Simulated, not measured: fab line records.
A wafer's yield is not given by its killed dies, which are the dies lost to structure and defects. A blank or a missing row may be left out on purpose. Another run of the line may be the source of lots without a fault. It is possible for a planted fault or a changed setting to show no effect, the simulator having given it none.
A lot that was struck, set against a sound lot + flow nand-harc + 39 steps out of a route of 1302
Sound: these wafers, L977.1, L977.4, L977.5. Struck: wafers L991.3, L991.4, L991.6. Last of all comes the cause.
For every step that has rows: the tool of each side, followed by ch and its chambers, followed by its first start. Under that, the readings that differ: sound wafers + struck wafers + difference of the means + sigmas: that difference in standard deviations of wafers without a fault.
alike: readings with means less than 2 such deviations apart, plus words and numbers identical on both sides. not compared: withheld readings, readings lacking a value on some wafer, bounds such as >300 that could conceal the same value, and numbers that have no deviation in the record and whose values overlap.
The two part at a step that has a row with sigmas, a row that says differs or no value, or rows on one side only. Non-overlapping numbers with no deviation appear without sigmas and do not part them. A reading missing from all wafers of one side parts the sides only when that side holds two or more wafers.

first, 4 steps without rows for these wafers: NHARC_A_STAIRCASE_EXPOSE_265 (exposes mask CHOP 200); NHARC_A_STAIRCASE_PEB_266 (peb time 130 s); NHARC_A_STAIRCASE_DEVELOP_267 (time 140 s); NHARC_A_STAIRCASE_HARDBAKE_269 (time 140 s).
NHARC_A_STAIRCASE_DESCUM_270: chemistry O2, time 3 s.
  sound on rie-diel-11 ch 0,2, day 17 17:21; struck on rie-diel-12 ch 0,3, day 22 15:59
  alike: drypump-motor-current-A, oes-product-au, rf-vpp-V, showerhead-plenum-p-Torr, throttle-valve-pct
  not compared: rf-hours-counter-h
then, 1 step without rows for these wafers: NHARC_A_STAIRCASE_ETCH_271 (etches the open film in CF4/CHF3).
NHARC_A_STAIRCASE_HM_OPEN_457: chemistry O2/COS.
  sound: rie-diel-11 ch 0,1; struck: rie-diel-12 ch 0,2,3
| reading            | sound             | struck            | difference | sigmas |
|--------------------|-------------------|-------------------|------------|--------|
| rf-fwd-power-W (W) | 497.8 498.5 495.3 | 500.7 500.8 500.9 | +3.6       | +2     |
  alike: drypump-motor-current-A, oes-product-au, rf-vpp-V, showerhead-plenum-p-Torr, throttle-valve-pct
  not compared: rf-hours-counter-h
then, 1 step without rows for these wafers: NHARC_A_STAIRCASE_STRIP_458 (strips in O2/COS).
NHARC_A_STAIRCASE_ETCH_451: etches the open film in CF4/O2, target depth 30 nm, overetch 3 nm, time 16.5 s.
  sound: rie-diel-11 ch 1,2,3; struck: rie-diel-12 ch 0,1
  alike: drypump-motor-current-A, oes-product-au, rf-fwd-power-W, rf-vpp-V, showerhead-plenum-p-Torr, throttle-valve-pct
  not compared: rf-hours-counter-h
NHARC_A_STAIRCASE_ETCH_273: etches the open film in C4F8/O2/Ar, target depth 10200 nm, time 2468.6 s.
  sound: rie-diel-11 ch 0,2,3; struck: rie-diel-12 ch 0,2
  alike: oes-product-au, rf-fwd-power-W, rf-vpp-V
  not compared: rf-hours-counter-h
then, 1 step without rows for these wafers: NHARC_A_STAIRCASE_STRIP_274 (strips in O2).
NHARC_A_STAIRCASE_STRIP_275: strips in SPM, time 900 s.
  sound on wet-bench-06 ch 1,2,3, day 17 20:13; struck on wet-bench-06 ch 2,5,6, day 22 18:31
  alike: bath-guard-temp-C
then, 19 steps without rows for these wafers: NHARC_A_STAIRCASE_PRECLEAN_276 (cleans in SC1); NHARC_A_STAIRCASE_SRD_277; NHARC_A_STAIRCASE_HM_DEP_459 (deposits aC, target thk 1500 nm); NHARC_A_STAIRCASE_DEP_280 (deposits SiON, target thk 30 nm); NHARC_A_STAIRCASE_DEHYDRATE_281 (time 120 s); NHARC_A_STAIRCASE_HMDS_282 (time 30 s); NHARC_A_STAIRCASE_COAT_283; NHARC_A_STAIRCASE_SOFTBAKE_284 (time 170 s); NHARC_A_STAIRCASE_EBR_285; NHARC_A_STAIRCASE_EXPOSE_286 (exposes mask CHOP 100); NHARC_A_STAIRCASE_PEB_287 (peb time 130 s); NHARC_A_STAIRCASE_DEVELOP_288 (time 140 s); NHARC_A_STAIRCASE_HARDBAKE_290 (time 140 s); NHARC_A_STAIRCASE_DESCUM_291 (chemistry O2, time 3 s); NHARC_A_STAIRCASE_ETCH_292 (etches the open film in CF4/CHF3); NHARC_A_STAIRCASE_HM_OPEN_460 (chemistry O2/COS); NHARC_A_STAIRCASE_STRIP_461 (strips in O2/COS); NHARC_A_STAIRCASE_ETCH_452 (etches the open film in CF4/O2, target depth 30 nm, overetch 3 nm, time 16.5 s); NHARC_A_STAIRCASE_ETCH_294 (etches the open film in C4F8/O2/Ar, target depth 4989 nm, time 1211.6 s).
NHARC_A_STAIRCASE_STRIP_295: strips in O2.
  sound: rie-diel-12 ch 0,2,3; struck: rie-diel-08 ch 2,3
  alike: drypump-motor-current-A, oes-product-au, rf-vpp-V, showerhead-plenum-p-Torr, throttle-valve-pct
  not compared: rf-hours-counter-h
then, 6 steps without rows for these wafers: NHARC_A_STAIRCASE_STRIP_296 (strips in SPM, time 900 s); NHARC_A_STAIRCASE_PRECLEAN_297 (cleans in SC1); NHARC_A_STAIRCASE_SRD_298; NHARC_A_STAIRCASE_HM_DEP_462 (deposits aC, target thk 800 nm); NHARC_A_STAIRCASE_DEP_301 (deposits SiON, target thk 30 nm); NHARC_A_STAIRCASE_DEHYDRATE_302 (time 120 s).
-- record jumps: 8 days between struck wafers' starts before vs after; left off in module A_STAIRCASE, resumes in module END, first step shown is number 1302 of the route --
NHARC_END_SORT_01:
  here the record holds rows for the struck wafers (prober-02 ch 0, day 31 00:49) but none for the sound ones

## WHERE THEY PART
First at NHARC_A_STAIRCASE_HM_OPEN_457; last, within this record, at NHARC_END_SORT_01.

WHY: whatever the simulator had introduced
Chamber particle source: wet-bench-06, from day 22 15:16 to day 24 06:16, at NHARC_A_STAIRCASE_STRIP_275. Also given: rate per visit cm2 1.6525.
